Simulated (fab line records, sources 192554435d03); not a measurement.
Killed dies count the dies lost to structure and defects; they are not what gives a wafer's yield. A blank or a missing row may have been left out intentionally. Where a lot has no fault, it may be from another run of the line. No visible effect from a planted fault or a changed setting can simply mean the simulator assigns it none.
Which tool is to blame?    flow n5_finfet    19 lots, 57 wafers sampled, at 3 steps of a route of 1938

## WHAT THE GAUGES SHOWED, per wafer
N5_BEOL_M0_SAQP_CD_MEAS_14 targets a cd of 42.5 nm. Usual: cd_nm at 42.6 nm, with a standard deviation of 0.38.
lot   measured      on         cd_nm (nm)      flag
L074  day 5 08:42   cd_sem-01  42.8 42.4 42.8  
L075  day 5 20:22   cd_sem-02  42.5 42.1 42.6  
L076  day 5 23:16   cd_sem-01  42.5 42.6 42.4  
L077  day 6 03:38   cd_sem-03  42.6 42.1 42.5  
L078  day 6 13:01   cd_sem-02  42.7 42.9 42.3  
L080  day 6 23:16   cd_sem-03  42.4 43.0 42.5  
L081  day 7 03:58   cd_sem-01  42.7 43.0 42.5  
L082  day 7 11:17   cd_sem-03  42.6 42.6 42.8  
L083  day 7 18:11   cd_sem-03  42.4 42.2 41.9  
L084  day 7 23:04   cd_sem-02  43.0 43.0 43.1  
L085  day 8 09:36   cd_sem-03  41.8 42.5 42.0  
L086  day 8 13:43   cd_sem-03  42.6 42.5 42.1  
L088  day 8 21:27   cd_sem-03  42.5 42.7 42.2  
L090  day 9 10:55   cd_sem-03  42.4 42.7 42.6  
L091  day 9 14:12   cd_sem-03  42.3 41.8 42.1  
L093  day 10 02:20  cd_sem-01  42.2 42.4 42.9  
L094  day 10 16:44  cd_sem-03  43.2 43.3 42.8  
L095  day 10 20:18  cd_sem-03  42.7 43.4 43.4  
L096  day 11 05:32  cd_sem-02  42.9 43.0 43.0  

## TOOL THAT RAN EACH LOT (tool first, then ch and the chambers of the sampled wafers, then the start)
lot   N5_MOL_CONTACT_COAG_ETCHBACK_134    N5_BEOL_M0_SAQP_PECVD_00
L074  rie_diel-03 ch 0,2, day 5 02:06     pecvd-02 ch 0,1, day 5 06:55
L075  rie_diel-03 ch 1,3, day 5 14:16     pecvd-02 ch 1,2, day 5 19:05
L076  rie_diel-03 ch 0,1, day 5 17:31     pecvd-03 ch 0,1,2, day 5 22:10
L077  rie_diel-03 ch 0,1,2, day 5 21:04   pecvd-03 ch 0,2, day 6 01:43
L078  rie_diel-05 ch 0,2,3, day 6 06:55   pecvd-01 ch 0,2, day 6 11:34
L080  rie_diel-01 ch 0,1, day 6 17:14     pecvd-01 ch 0,2, day 6 21:53
L081  rie_diel-05 ch 0,2,3, day 6 20:25   pecvd-03 ch 0,1, day 7 01:22
L082  rie_diel-01 ch 0,1,3, day 7 05:29   pecvd-03 ch 1,2, day 7 10:07
L083  rie_diel-03 ch 1,3, day 7 12:26     pecvd-02 ch 1,2, day 7 17:05
L084  rie_diel-01 ch 1,2, day 7 16:28     pecvd-01 ch 2, day 7 21:07
L085  rie_diel-05 ch 2,3, day 8 02:58     pecvd-03 ch 0,1,2, day 8 07:38
L086  rie_diel-03 ch 1,3, day 8 06:37     pecvd-01 ch 1,2, day 8 11:18
L088  rie_diel-05 ch 1,3, day 8 15:40     pecvd-01 ch 0,1,2, day 8 20:18
L090  rie_diel-01 ch 0,1,3, day 9 04:52   pecvd-01 ch 0,1, day 9 09:30
L091  rie_diel-03 ch 0,1,3, day 9 07:52   pecvd-01 ch 0,1, day 9 12:31
L093  rie_diel-01 ch 1,3, day 9 19:37     pecvd-02 ch 0,2, day 10 01:12
L094  rie_diel-01 ch 2,3, day 10 09:44    pecvd-03 ch 0,2, day 10 14:22
L095  rie_diel-03 ch 0,1,2, day 10 09:53  pecvd-03 ch 1,2, day 10 17:22
L096  rie_diel-01 ch 0,2,3, day 10 23:22  pecvd-02 ch 0,2, day 11 04:01
- N5_MOL_CONTACT_COAG_ETCHBACK_134: etches SiO2 in CHF3, target depth 10 nm, time 6.7 s.
- N5_BEOL_M0_SAQP_PECVD_00: deposits SiCN from 3MS/NH3, target thk 8 nm, time 14 s.

## WHAT THE TOOLS THEMSELVES READ (means of the sampled wafers that have a number; where no wafer has one, the mark that the record gives instead)
N5_MOL_CONTACT_COAG_ETCHBACK_134. Usual: drypump_motor_current_A 5.8 A (standard deviation 0.4); oes_ar_750_au 0.82 a.u. (standard deviation 0.091); oes_product_au 0.83 a.u. (standard deviation 0.093); rf_fwd_power_W 602.6 W (standard deviation 2.6); rf_vpp_V 532 V (standard deviation 9.4); showerhead_plenum_p_Torr 2.39 Torr (standard deviation 0.11); throttle_valve_pct 18.73 % (standard deviation 0.23).
lot   tool         drypump_motor_current_A (A)  oes_ar_750_au (a.u.)  oes_product_au (a.u.)  rf_fwd_power_W (W)  rf_vpp_V (V)  showerhead_plenum_p_Torr (Torr)  throttle_valve_pct (%)  flag
L074  rie_diel-03  5.6                          0.70                  0.70                   602.3               531           2.26                             18.85                   
L075  rie_diel-03  5.7                          0.86                  0.86                   601.5               542           2.47                             18.62                   
L076  rie_diel-03  5.6                          0.77                  0.77                   599.5               533           2.34                             18.65                   
L077  rie_diel-03  5.6                          0.77                  0.77                   602.1               534           2.35                             18.76                   
L078  rie_diel-05  5.5                          0.80                  0.79                   603.9               527           2.39                             18.80                   
L080  rie_diel-01  5.7                          0.91                  0.93                   604.3               526           2.34                             18.60                   
L081  rie_diel-05  5.6                          0.79                  0.79                   605.5               527           2.38                             18.82                   
L082  rie_diel-01  6.0                          0.91                  0.92                   604.0               530           2.41                             18.73                   
L083  rie_diel-03  6.1                          0.78                  0.79                   602.8               542           2.41                             18.57                   
L084  rie_diel-01  5.6                          0.91                  0.92                   601.7               527           2.33                             18.47                   
L085  rie_diel-05  5.6                          0.75                  0.75                   604.9               534           2.47                             18.84                   
L086  rie_diel-03  6.1                          0.77                  0.77                   601.9               542           2.41                             18.59                   
L088  rie_diel-05  5.5                          0.77                  0.77                   602.2               528           2.42                             18.88                   
L090  rie_diel-01  6.0                          0.88                  0.88                   604.1               529           2.40                             18.76                   
L091  rie_diel-03  5.8                          0.84                  0.84                   600.9               540           2.47                             18.52                   
L093  rie_diel-01  6.1                          0.87                  0.88                   604.0               526           2.39                             18.71                   
L094  rie_diel-01  6.0                          0.88                  0.89                   602.4               540           2.47                             18.81                   
L095  rie_diel-03  5.6                          0.81                  0.83                   600.5               535           2.43                             18.70                   
L096  rie_diel-01  5.8                          0.87                  0.87                   601.2               536           2.40                             18.71                   

N5_BEOL_M0_SAQP_PECVD_00. Usual: rf_fwd_power_W 198.7 W, standard deviation 0.9; showerhead_plenum_p_Torr 3.667 Torr, standard deviation 0.011; throttle_valve_pct 9.4 %, standard deviation 0.7.
lot   tool      rf_fwd_power_W (W)  showerhead_plenum_p_Torr (Torr)  throttle_valve_pct (%)  flag
L074  pecvd-02  198.6               3.668                            9.6                     
L075  pecvd-02  197.5               3.645                            9.3                     
L076  pecvd-03  199.4               3.671                            9.5                     
L077  pecvd-03  199.4               3.669                            8.9                     
L078  pecvd-01  198.6               3.678                            9.0                     
L080  pecvd-01  198.9               3.681                            9.3                     
L081  pecvd-03  198.5               3.661                            10.1                    
L082  pecvd-03  198.8               3.666                            9.3                     
L083  pecvd-02  198.4               3.647                            9.1                     
L084  pecvd-01  199.7               3.681                            9.7                     
L085  pecvd-03  199.3               3.673                            9.5                     
L086  pecvd-01  198.6               3.675                            9.3                     
L088  pecvd-01  198.9               3.669                            9.0                     
L090  pecvd-01  197.9               3.667                            8.4                     
L091  pecvd-01  197.7               3.669                            8.3                     
L093  pecvd-02  198.8               3.650                            9.2                     
L094  pecvd-03  199.8               3.672                            9.0                     
L095  pecvd-03  199.1               3.663                            9.0                     
L096  pecvd-02  198.5               3.652                            9.1                     

## THE ANSWER, worked out from the rows above alone
Rule: a lot counts as off when the mean over its wafers that have a number is more than 3 standard deviations away from the usual mean. A lot without any number at a reading at which 4 lots or more have one is off too. Any other lot the step has rows for is counted as sound. The gauges are gone through in route order, then the tools' own readings, and for those a lot's mean is taken as printed above. The first step at which some lot is off is used, and at that step the reading that is off furthest; a lot without a number counts as furthest.
Across all readings shown, no lot is off: no conclusion can be drawn from this.

## WHAT HAD BEEN PUT IN BY THE SIMULATOR
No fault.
